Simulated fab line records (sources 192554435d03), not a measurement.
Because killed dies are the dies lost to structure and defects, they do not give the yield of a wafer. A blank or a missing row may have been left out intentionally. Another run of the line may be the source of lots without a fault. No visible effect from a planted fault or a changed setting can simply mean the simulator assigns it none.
fab line records	flow n5Finfet
record: lots: 8	wafers: 24	lastDay: 19
route steps=1938 shown HKMG_FIN@409 GATE_CUT@470 BEOL_M4@1111 PASSIVATION@1936
lots with no fault: from the same line, run without faults
startH: hours from the record's opening day to when the first of the lot's shown wafers began	waitH: time in hours since the lot's previous step	" repeats the value in the row above	L1.1+2: several wafers, shown together as one row	- no value present, or no start provided	* or withheld: withheld	< > ~ a bound
route shown NAME@n: a module of which the file shows steps, and the number in the route of the first	usual: mean and standard deviation over wafers with no fault	same: alike in all rows	chamber/n: place in a boat	sites: per-site readings	_std_site: the standard deviation of these	_edge_site: the outer-site mean with the inner-site mean subtracted	radiusMm: how far each site lies from the wafer's centre	mask NAME#n: copy n	behind: the last tool/chamber to shape the wafer	hold: why the lot went on hold/how many hours it stayed there/how the hold came to an end	device: transistor that didn't switch, given as n, p or np	end of line: tests run on the same wafers once the route is complete	a step with no rows: only its recipe	killed: count of dies lost to structure and defects at first sort (not the wafer's yield)	map: the dies of a wafer, with x for killed, . for not killed, _ for no die there
set.NAME: the run value of the setting; set.NAME@STEP: its run value at that earlier step	model.NAME: the simulator's own value behind a step, which no gauge read
route steps across a sampled set of lots; one table per step, one row per wafer
services: when a tool's chamber went out of use (startH, in hours from the record's first day, below 0 if earlier), for how many hours, and the reason
== steps ==
step: N5_HKMG_FIN_STRIP_60
recipe: chemistry: N2/H2	powerW: 2500	tempC: 300	h2Frac: 0.65	timeS: 360	pressureMtorr: withheld	n2FlowSccm: 1750	h2FlowSccm: 3250
usual: drypumpMotorCurrentA: 6.38/0.084	heaterPowerW: 449/23	n2FlowSccm: 1750/5.4	tempC: 300.01/0.19
lot.wafer	tool	chamber	startH	waitH	drypumpMotorCurrentA	heaterPowerW	n2FlowSccm	rfHoursCounterH	tempC
L732.1	plasmaAsher-01	0	73.21	0.0	6.44	424	1749	75	299.96
L732.3	"	0	"	"	6.44	420	1750	-	299.69
L732.5	"	0	"	"	6.45	421	1751	-	299.92
L733.1	plasmaAsher-01	1	83.44	0.0	6.41	434	1746	76	300.16
L733.4	"	1	"	"	6.37	443	1752	-	300.03
L733.6	"	0	"	"	6.44	428	1744	-	300.09
L738.1	plasmaAsher-02	1	109.40	0.0	6.44	471	1751	51	299.85
L738.3	"	0	"	"	6.26	445	1751	-	299.80
L738.4	"	1	"	"	6.45	500	1745	-	299.89
L747.2	plasmaAsher-02	0	164.52	0.0	6.23	439	1754	62	299.94
L747.3	"	0	"	"	6.24	442	1750	-	300.20
L747.5	"	0	"	"	6.23	444	1751	-	299.89
L749.1	plasmaAsher-01	0	177.30	0.0	6.44	425	1761	91	300.02
L749.4	"	1	"	"	6.43	450	1740	-	299.81
L749.6	"	1	"	"	6.42	441	1757	-	300.00
L753.2	plasmaAsher-02	1	199.47	0.0	6.43	482	1750	70	300.16
L753.4	"	1	"	"	6.43	477	1747	-	300.03
L753.5	"	0	"	"	6.23	466	1752	-	300.09
L754.3	plasmaAsher-01	0	204.43	0.1	6.44	424	1749	-	300.07
L754.4	"	1	"	"	6.39	432	1745	-	300.12
L754.5	"	1	"	"	6.40	449	1754	-	299.85
L755.1	plasmaAsher-02	1	210.31	0.0	6.41	490	1746	72	299.81
L755.3	"	1	"	"	6.47	484	1747	-	299.96
L755.4	"	0	"	"	6.24	466	1744	-	300.09
step: N5_HKMG_FIN_STRIP_92
recipe: chemistry: N2/H2	material: SOC	timeS: 20	powerW: 500	tempC: 40	pressureMtorr: 50	rfFrequencyHz: 6e+07	biasPowerW: 8	h2Frac: 0.5	n2FlowSccm: 300	h2FlowSccm: 300
usual: drypumpMotorCurrentA: 5.6/0.5	n2FlowSccm: 299.9/0.88	oesProductAu: 0.82/0.087	rfFwdPowerW: 496.0/1.8	rfVppV: 54.3/0.91	showerheadPlenumPTorr: 3.40/0.11	tempC: 39.99/0.11	throttleValvePct: 18.8/0.36
lot.wafer	tool	chamber	startH	waitH	drypumpMotorCurrentA	n2FlowSccm	oesProductAu	rfFwdPowerW	rfHoursCounterH	rfVppV	showerheadPlenumPTorr	tempC	throttleValvePct
L732.1	rieDiel-04	0	76.08	0.1	4.9	299.4	0.87	495.7	60	53.9	3.26	39.96	19.2
L732.3	"	3	"	"	5.8	301.4	0.74	495.7	155	53.8	3.35	39.84	18.5
L732.5	"	0	"	"	5.0	299.6	0.86	495.6	-	55.3	3.26	39.97	19.2
L733.1	rieDiel-03	0	86.82	0.1	5.2	300.5	0.82	493.6	76	55.6	3.51	39.82	18.7
L733.4	"	2	"	"	5.6	299.8	0.87	497.2	42	53.2	3.27	39.85	19.3
L733.6	"	2	"	"	5.6	300.1	0.87	498.9	-	53.6	3.27	40.06	19.3
L738.1	rieDiel-04	1	112.32	0.1	5.7	299.8	0.76	498.1	156	54.1	3.22	39.97	18.4
L738.3	"	0	"	"	5.0	300.3	0.84	494.2	72	53.2	3.26	39.97	19.2
L738.4	"	3	"	"	5.8	300.9	0.71	492.9	167	55.4	3.34	40.07	18.6
L747.2	rieDiel-04	2	167.54	0.1	6.8	299.0	0.68	498.0	211	54.6	3.32	39.98	19.3
L747.3	"	0	"	"	4.9	299.4	0.82	495.4	88	53.6	3.25	40.04	19.2
L747.5	"	0	"	"	4.9	301.4	0.82	494.0	-	53.8	3.25	40.01	19.2
L749.1	rieDiel-06	3	180.24	0.1	5.0	299.1	0.95	497.5	24	53.5	3.54	40.13	18.6
L749.4	"	2	"	"	5.4	299.5	0.69	496.7	242	54.8	3.41	40.26	19.0
L749.6	"	0	"	"	5.3	300.4	0.92	494.0	-	53.5	3.43	39.94	19.1
L753.2	rieDiel-03	1	202.54	0.1	6.3	298.0	0.78	498.7	106	54.2	3.37	39.91	18.3
L753.4	"	3	"	"	5.7	300.3	0.80	495.0	101	54.1	3.25	40.13	18.9
L753.5	"	1	"	"	6.3	299.0	0.78	497.6	-	53.5	3.37	39.95	18.3
L754.3	rieDiel-06	3	208.09	0.1	5.0	298.6	0.92	495.5	34	53.3	3.54	39.79	18.7
L754.4	"	0	"	"	5.3	300.6	0.90	496.2	25	54.8	3.42	39.88	19.1
L754.5	"	1	"	"	5.9	299.3	0.90	498.4	-	54.4	3.56	39.99	18.8
L755.1	rieDiel-06	2	213.14	0.1	5.3	301.0	0.68	496.5	252	54.7	3.41	39.83	19.0
L755.3	"	0	"	"	5.3	300.1	0.91	495.3	26	53.9	3.42	40.02	19.1
L755.4	"	1	"	"	5.9	300.3	0.89	497.0	46	54.4	3.56	40.03	18.8
step: N5_HKMG_FIN_NWFM_ALD_20
recipe: material: TiAlC	targetThkA: 20	tempC: 300	aldPrecursorFamily: TiCl4	aldCoReactant: TEA	pulseTimeS: 3	purgeTimeS: 2	coReactantPurgeTimeS: 2	coReactantPulseTimeS: 10	aldCycles: 7	pressureTorr: 3
usual: aldCycles: 7/0	heaterPowerW: 487/59	precursorPulseHeightRel: 0.998/0.021	susceptorTempC: 300.02/0.19
lot.wafer	tool	chamber	startH	waitH	aldCycles	heaterPowerW	precursorPulseHeightRel	susceptorTempC
L732.1	aldMetal-04	0	77.58	0.3	7	452	1.033	300.29
L732.3	"	2	"	"	7	422	1.006	299.78
L732.5	"	1	"	"	7	453	0.997	299.86
L733.1	aldMetal-03	2	88.32	0.3	7	577	0.983	300.26
L733.4	"	1	"	"	7	488	1.011	300.25
L733.6	"	1	"	"	7	480	1.011	300.09
L738.1	aldMetal-04	3	113.82	0.3	7	413	0.984	300.19
L738.3	"	1	"	"	7	434	1.003	300.02
L738.4	"	2	"	"	7	426	1.012	300.04
L747.2	aldMetal-04	3	169.06	0.3	5	435	0.980	-
L747.3	"	2	"	"	7	431	1.006	300.17
L747.5	"	1	"	"	7	444	1.001	299.78
L749.1	aldMetal-04	2	181.74	0.3	7	417	1.039	300.03
L749.4	"	3	"	"	5	436	0.997	-
L749.6	"	0	"	"	7	438	0.999	300.28
L753.2	aldMetal-01	0	204.31	0.3	7	523	0.993	299.92
L753.4	"	2	"	"	7	468	0.980	299.88
L753.5	"	3	"	"	7	438	0.989	299.97
L754.3	aldMetal-01	0	209.59	0.1	7	514	0.977	300.31
L754.4	"	2	"	"	7	471	1.002	299.92
L754.5	"	3	"	"	7	422	0.998	299.89
L755.1	aldMetal-03	2	214.65	0.3	7	570	1.010	299.97
L755.3	"	3	"	"	7	569	1.013	299.65
L755.4	"	1	"	"	7	491	0.994	299.93
step: N5_GATE_CUT_STRIP_59
recipe: chemistry: N2/H2	timeS: 20	powerW: 100	tempC: 40	pressureMtorr: 100	rfFrequencyHz: 6e+07	biasPowerW: 3	n2FlowSccm: 300	h2FlowSccm: 300
usual: drypumpMotorCurrentA: 5.9/0.34	n2FlowSccm: 300.1/0.94	oesProductAu: 0.79/0.096	rfVppV: 45.5/0.85	showerheadPlenumPTorr: 3.43/0.11	tempC: 40.00/0.11	throttleValvePct: 12.29/0.24
lot.wafer	tool	chamber	startH	waitH	drypumpMotorCurrentA	n2FlowSccm	oesProductAu	rfHoursCounterH	rfVppV	showerheadPlenumPTorr	tempC	throttleValvePct
L732.1	rieDiel-01	2	80.43	0.1	5.8	300.9	0.72	229	43.5	3.18	40.10	12.42
L732.3	"	0	"	"	6.4	300.6	0.90	24	43.4	3.47	40.09	12.25
L732.5	"	1	"	"	5.8	298.4	0.72	-	45.3	3.49	39.90	12.64
L733.1	rieDiel-02	0	91.18	0.1	5.5	299.2	0.77	140	45.8	3.51	39.89	12.48
L733.4	"	3	"	"	6.3	301.4	0.98	3	44.3	3.59	40.06	11.95
L733.6	"	1	"	"	5.7	301.3	0.67	-	45.3	3.46	40.07	12.39
L738.1	rieDiel-05	0	116.68	0.1	6.1	300.9	0.71	197	45.3	3.48	39.96	12.48
L738.3	"	2	"	"	5.0	300.8	0.76	154	46.3	3.22	40.11	12.03
L738.4	"	1	"	"	6.1	299.7	0.78	119	46.0	3.38	39.87	12.11
L747.2	rieDiel-01	3	171.92	0.1	5.9	299.4	0.86	51	46.2	3.42	39.98	12.08
L747.3	"	1	"	"	5.8	299.6	0.69	245	45.1	3.48	40.11	12.71
L747.5	"	1	"	"	5.8	299.7	0.70	-	45.2	3.48	39.98	12.70
L749.1	rieDiel-01	3	184.59	0.1	5.9	301.0	0.86	56	47.5	3.41	40.19	12.08
L749.4	"	0	"	"	6.3	301.2	0.85	-	46.9	3.45	40.12	12.33
L749.6	"	1	"	"	5.8	299.4	0.69	-	45.8	3.48	39.92	12.72
L753.2	rieDiel-02	2	207.21	0.1	6.2	299.9	0.68	219	45.1	3.35	39.83	12.30
L753.4	"	0	"	"	5.5	300.3	0.74	-	45.5	3.50	39.83	12.58
L753.5	"	3	"	"	6.3	300.9	0.89	-	45.5	3.58	39.91	12.04
L754.3	rieDiel-01	2	212.45	0.1	5.9	298.3	1.00	10	45.5	3.56	40.02	11.84
L754.4	"	0	"	"	6.3	299.8	0.84	-	44.5	3.45	39.91	12.38
L754.5	"	2	"	"	5.8	299.0	0.99	-	46.9	3.56	40.05	11.82
L755.1	rieDiel-02	2	217.61	0.1	6.2	299.6	0.68	224	46.6	3.35	39.98	12.28
L755.3	"	3	"	"	6.3	300.2	0.89	40	45.2	3.57	40.24	12.06
L755.4	"	2	"	"	6.2	301.2	0.68	-	45.4	3.35	39.97	12.30
step: N5_BEOL_M4_RC_MEAS_101
usual: DIBL_N: 36.0/2.2	DIBL_P: 36.2/2.4	IOFF_N: 0.16/0.035	IOFF_N_85C: 3.1/0.57	IOFF_N_LIN: 0.073/0.013	IOFF_N_LONG: 5.49e-05/1.8e-06	IOFF_P: 0.21/0.037	IOFF_P_LIN: 0.099/0.013	IOFF_P_LONG: 0.000105/6.9e-06	ION_N: 672/13	ION_P: 461/7	SS_N: 71.4/0.69	SS_P: 73.2/0.75	VT_N: 250/3.4	VT_N_LONG: 275.3/1.9	VT_N_LVT: 99/3.6	VT_P: -251/3	VT_P_LONG: -275.6/2.6	VT_P_LVT: -99.1/2.7
lot.wafer	tool	chamber	startH	waitH	DIBL_N[mV/V]	DIBL_P[mV/V]	IOFF_N[nA/um]	IOFF_N_85C[nA/um]	IOFF_N_LIN[nA/um]	IOFF_N_LONG[nA/um]	IOFF_P[nA/um]	IOFF_P_LIN[nA/um]	IOFF_P_LONG[nA/um]	ION_N[uA/um]	ION_P[uA/um]	SS_N[mV/dec]	SS_P[mV/dec]	VT_N[mV]	VT_N_LONG[mV]	VT_N_LVT[mV]	VT_P[mV]	VT_P_LONG[mV]	VT_P_LVT[mV]
L732.1	prober-01	0	205.02	0.0	33.9	34.2	0.12	2.5	0.060	5.52e-05	0.17	0.080	9.2e-05	659	451	71.3	73.7	252	274.8	102	-257	-279.4	-102.2
L732.3	"	0	"	"	35.4	35.7	0.16	3.2	0.076	5.51e-05	0.19	0.088	9e-05	677	457	71.1	73.4	250	275.5	98	-253	-280.3	-101.5
L732.5	"	0	"	"	35.7	36.5	0.17	3.3	0.080	5.61e-05	0.21	0.095	9.7e-05	694	467	70.8	73.6	246	275.7	96	-252	-280.6	-99.6
L733.1	prober-02	0	207.70	0.0	33.4	33.8	0.13	2.6	0.063	5.62e-05	0.17	0.090	0.00011	678	460	70.8	72.1	252	273.9	100	-251	-278.2	-100.6
L733.4	"	0	"	"	30.8	32.2	0.10	2.1	0.052	5.47e-05	0.16	0.086	0.000115	659	462	70.2	72.1	257	275.8	103	-254	-273.6	-100.1
L733.6	"	0	"	"	33.7	34.7	0.14	2.9	0.068	5.56e-05	0.19	0.098	0.000107	679	465	70.8	72.4	249	273.5	98	-253	-274.9	-99.0
L738.1	prober-01	0	235.09	0.0	35.2	34.8	0.14	2.7	0.066	5.2e-05	0.18	0.085	9.8e-05	665	455	71.1	72.2	253	276.7	100	-255	-280.7	-103.1
L738.3	"	0	"	"	32.3	32.9	0.11	2.2	0.056	5.15e-05	0.16	0.079	0.000101	655	454	70.3	71.8	254	275.3	103	-252	-278.4	-103.8
L738.4	"	0	"	"	35.6	36.0	0.14	2.8	0.068	5.25e-05	0.19	0.091	9.4e-05	667	461	71.0	72.8	251	274.8	100	-254	-277.0	-102.6
L747.2	prober-02	0	299.60	0.2	35.1	36.3	0.03	0.7	0.012	2.55e-05	0.36	0.164	0.000163	556	480	71.1	73.1	297	322.9	148	-237	-259.4	-84.5
L747.3	"	0	"	"	35.3	35.5	0.15	2.9	0.069	5.8e-05	0.19	0.093	0.00011	677	457	70.9	73.1	251	275.0	100	-252	-274.6	-100.6
L747.5	"	0	"	"	35.8	37.0	0.16	3.1	0.074	5.64e-05	0.23	0.105	0.000117	677	463	71.8	73.0	250	275.7	99	-248	-271.2	-98.1
L749.1	prober-01	0	302.65	0.0	36.3	34.9	0.13	2.6	0.061	5.24e-05	0.19	0.091	0.000106	659	452	71.5	73.4	252	276.5	103	-250	-275.9	-102.9
L749.4	"	0	"	"	32.1	30.5	0.01	0.4	0.008	2.42e-05	0.22	0.119	0.000159	545	469	69.7	72.0	306	328.6	157	-243	-260.7	-91.9
L749.6	"	0	"	"	32.0	30.6	0.09	1.8	0.044	5.14e-05	0.14	0.075	0.000109	647	452	69.8	71.9	259	276.6	108	-254	-273.9	-105.2
L753.2	prober-02	0	333.93	0.2	36.0	34.2	0.14	2.7	0.067	5.83e-05	0.21	0.108	0.000119	677	467	71.6	73.0	251	275.0	101	-244	-271.6	-98.4
L753.4	"	0	"	"	39.7	38.0	0.20	3.7	0.088	5.82e-05	0.28	0.130	0.000125	687	476	71.6	73.2	247	274.6	98	-243	-271.2	-95.4
L753.5	"	0	"	"	38.7	37.5	0.18	3.4	0.081	5.85e-05	0.26	0.122	0.00012	677	471	71.9	73.5	247	277.5	99	-245	-269.3	-96.9
L754.3	prober-02	0	338.34	0.3	37.0	38.6	0.19	3.6	0.087	5.69e-05	0.23	0.100	0.000108	689	460	71.7	74.1	247	271.6	96	-250	-277.3	-98.8
L754.4	"	0	"	"	37.4	39.4	0.20	3.9	0.091	5.83e-05	0.23	0.103	0.0001	696	470	72.3	73.4	247	272.0	94	-251	-276.8	-99.8
L754.5	"	0	"	"	35.2	37.4	0.17	3.3	0.080	5.67e-05	0.21	0.096	0.000102	681	468	71.6	73.8	250	273.3	96	-251	-276.7	-100.4
L755.1	prober-01	0	341.10	0.0	36.0	35.5	0.14	2.8	0.069	5.49e-05	0.20	0.098	0.000108	676	466	70.8	73.0	251	274.2	101	-249	-274.5	-99.4
L755.3	"	0	"	"	37.5	37.4	0.18	3.3	0.081	5.56e-05	0.24	0.111	0.000105	682	473	71.7	73.2	249	273.0	97	-247	-274.6	-97.3
L755.4	"	0	"	"	36.2	36.2	0.16	2.9	0.074	5.61e-05	0.21	0.103	0.000111	678	466	71.3	73.0	250	275.7	97	-248	-273.3	-99.1
step: N5_PASSIVATION_PROBE_49
usual: defectLimitedYield: 91.2/1.4	killed_at_M0_to_M3: 34/9.4	killed_at_M4_up: 14/5.6	killedAtContacts: 13/7.8	killedAtFrontEnd: 37/10	killedAtOther: 4/3.3	killedDies: 103/17	killedOpen: 68/13	killedShort: 33/8.2	sort_bin_5_function: 5.1/0.92	sort_bin_6_memory: 3.3/0.71	sort_bin_8_speed: 0.01/0.043	sortNPass: 1077/17	sortYieldPct: 91.2/1.4
same: grossDies: 1180	killedAtBackSide: 0	sort_bin_4_leakage[%]: 0
lot.wafer	tool	chamber	startH	waitH	defectLimitedYield[%]	killed_at_M0_to_M3	killed_at_M4_up	killedAtContacts	killedAtFrontEnd	killedAtOther	killedDies	killedOpen	killedShort	sort_bin_5_function[%]	sort_bin_6_memory[%]	sort_bin_8_speed[%]	sortNPass	sortYieldPct[%]
L749.1	prober-01	-	407.89	0.0	88.7	43	12	25	49	4	133	72	61	6.6	4.2	0	1047	88.7
L749.4	prober-01	-	408.04	0.2	89.7	35	22	19	37	8	121	86	34	5.6	4.3	89.75	0	0
L749.6	prober-01	-	408.14	0.3	86.4	37	12	25	76	10	160	107	52	7.1	5.8	0	1020	86.4
L747.2	prober-01	-	409.92	0.1	91.5	34	13	9	43	1	100	70	28	4.7	3.3	91.53	0	0
L747.3	prober-01	-	409.97	0.1	90.0	32	18	9	53	6	118	71	47	6.2	3.5	0	1062	90.0
L747.5	prober-01	-	410.07	0.2	93.1	29	9	5	38	1	82	53	23	4.0	2.5	0	1098	93.1
killed by level:class
L749.1 FIN_SAQP:geometricParticle:short=21 BEOL_M0_SAQP:geometricParticle:short=16 MOL_CONTACT_COAG:geometricParticle:open=16 BEOL_M0_SAQP:geometricParticle:open=13 MOL_CONTACT_COAG:geometricParticle:short=9 STI_FIN_REVEAL:geometricParticle:open=8 BEOL_M3:geometricParticle:open=5 BEOL_M0:geometricParticle:open=5
L749.4 MOL_CONTACT_COAG:geometricParticle:open=16 FIN_SAQP:geometricParticle:open=11 BEOL_M0_SAQP:geometricParticle:open=7 BEOL_M2:geometricParticle:open=7 BEOL_M0_SAQP:geometricParticle:short=6 BEOL_M4:geometricParticle:open=6 FIN_SAQP:geometricParticle:short=5 BEOL_M7:geometricParticle:open=5
L749.6 MOL_CONTACT_COAG:geometricParticle:open=19 FIN_SAQP:geometricParticle:open=18 STI_FIN_REVEAL:geometricParticle:open=16 FIN_SAQP:geometricParticle:short=15 BEOL_M0_SAQP:geometricParticle:open=10 BEOL_M0_SAQP:geometricParticle:short=10 DUMMY_GATE:geometricParticle:open=7 BEOL_M2:geometricParticle:open=7
L747.2 STI_FIN_REVEAL:geometricParticle:open=15 BEOL_M2:geometricParticle:open=10 MOL_CONTACT_COAG:geometricParticle:open=8 FIN_SAQP:geometricParticle:open=6 BEOL_M4:geometricParticle:open=6 BEOL_M0_SAQP:geometricParticle:open=5 BEOL_M0_SAQP:geometricParticle:short=5 BEOL_M1:geometricParticle:open=4
L747.3 FIN_SAQP:geometricParticle:open=13 STI_FIN_REVEAL:geometricParticle:open=10 BEOL_M0_SAQP:geometricParticle:short=10 FIN_SAQP:geometricParticle:short=6 GATE_CUT:geometricParticle:short=6 MOL_CONTACT_COAG:geometricParticle:short=5 BEOL_M1:geometricParticle:open=5 BEOL_M8:geometricParticle:open=5
L747.5 STI_FIN_REVEAL:geometricParticle:open=9 BEOL_M0_SAQP:geometricParticle:open=8 BEOL_M1:geometricParticle:open=6 FIN_SAQP:geometricParticle:short=5 MOL_CONTACT_COAG:geometricParticle:open=5 BEOL_M1:geometricParticle:short=5 STARTING-WAFER:geometricParticle:short=5 HKMG_FIN:areaEtch=5
== services ==
tool	chamber	startH	hours	kind
plasmaAsher-01	-	50.63	0.7	repair
aldMetal-03	3	52.45	23.8	repair
rieDiel-03	0	72.76	9.1	repair
rieDiel-06	-	74.08	0.7	repair
rieDiel-01	3	78.87	5.7	repair
rieDiel-05	1	109.28	4.8	repair
plasmaAsher-01	-	116.91	6.5	repair
aldMetal-04	-	119.93	0.2	repair
aldMetal-04	1	132.88	8.0	repair
rieDiel-05	1	140.73	9.1	repair
aldMetal-03	-	141.03	0.8	repair
rieDiel-04	2	142.43	9.2	repair
rieDiel-01	3	144.44	4.0	repair
rieDiel-04	3	166.11	2.1	repair
rieDiel-01	2	168.39	-	clean
rieDiel-01	2	168.39	-	consumableReplace:focusRing
rieDiel-01	2	168.39	-	consumableReplace:showerhead
rieDiel-01	2	168.39	21.4	scheduledDown
rieDiel-01	2	168.39	21.4	ventCycle
rieDiel-02	2	177.07	8.7	repair
rieDiel-06	-	202.66	1.0	repair
rieDiel-02	1	203.82	16.6	repair
rieDiel-01	3	205.00	4.9	repair
aldMetal-04	-	206.18	28.1	pm
== key ==
firstSign: step: N5_HKMG_FIN_NWFM_ALD_20	reading: aldCycles	direction: down	sigmas: 99+	usual: *	struck: *
effect: step: N5_BEOL_M4_RC_MEAS_101	reading: VT_N_LONG	direction: up	sigmas: 27	usual: 275.3	struck: 325.7
effect: step: N5_BEOL_M4_RC_MEAS_101	reading: IOFF_N_LONG	direction: down	sigmas: 17	usual: 5.49e-05	struck: 2.48e-05
effect: step: N5_BEOL_M4_RC_MEAS_101	reading: VT_N	direction: up	sigmas: 15	usual: 250	struck: 302
effect: step: N5_BEOL_M4_RC_MEAS_101	reading: VT_N_LVT	direction: up	sigmas: 15	usual: 99	struck: 153
effect: step: N5_BEOL_M4_RC_MEAS_101	reading: ION_N	direction: down	sigmas: 9.6	usual: 672	struck: 551
effect: step: N5_BEOL_M4_RC_MEAS_101	reading: IOFF_P_LONG	direction: up	sigmas: 8.1	usual: 0.000105	struck: 0.000161
effect: step: N5_BEOL_M4_RC_MEAS_101	reading: VT_P_LONG	direction: up	sigmas: 6	usual: -275.6	struck: -260.0
effect: step: N5_BEOL_M4_RC_MEAS_101	reading: IOFF_N_LIN	direction: down	sigmas: 4.7	usual: 0.073	struck: 0.010
effect: step: N5_BEOL_M4_RC_MEAS_101	reading: IOFF_N_85C	direction: down	sigmas: 4.4	usual: 3.1	struck: 0.6
effect: step: N5_BEOL_M4_RC_MEAS_101	reading: VT_P_LVT	direction: up	sigmas: 4.1	usual: -99.1	struck: -88.2
effect: step: N5_BEOL_M4_RC_MEAS_101	reading: IOFF_N	direction: down	sigmas: 3.9	usual: 0.16	struck: 0.02
effect: step: N5_BEOL_M4_RC_MEAS_101	reading: VT_P	direction: up	sigmas: 3.4	usual: -251	struck: -240
effect: step: N5_PASSIVATION_PROBE_49	reading: sort_bin_8_speed	direction: up	sigmas: 99+	usual: 0.01	struck: 90.64
metAt N5_HKMG_FIN_NWFM_ALD_20
struckLots L747,L749
struckWafers L747.2,L749.4
notActingAt N5_HKMG_FIN_STRIP_60,N5_HKMG_FIN_STRIP_92,N5_GATE_CUT_STRIP_59
onsetBetween 113.82 169.06
fault: kind: processParameterDrift	tool: aldMetal-04	chamber: 3	onsetH: 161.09	steps: N5_HKMG_FIN_NWFM_ALD_20	channel: aldCycles	offset: *	shape: step	endH: 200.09	actsIn: *	stated: *
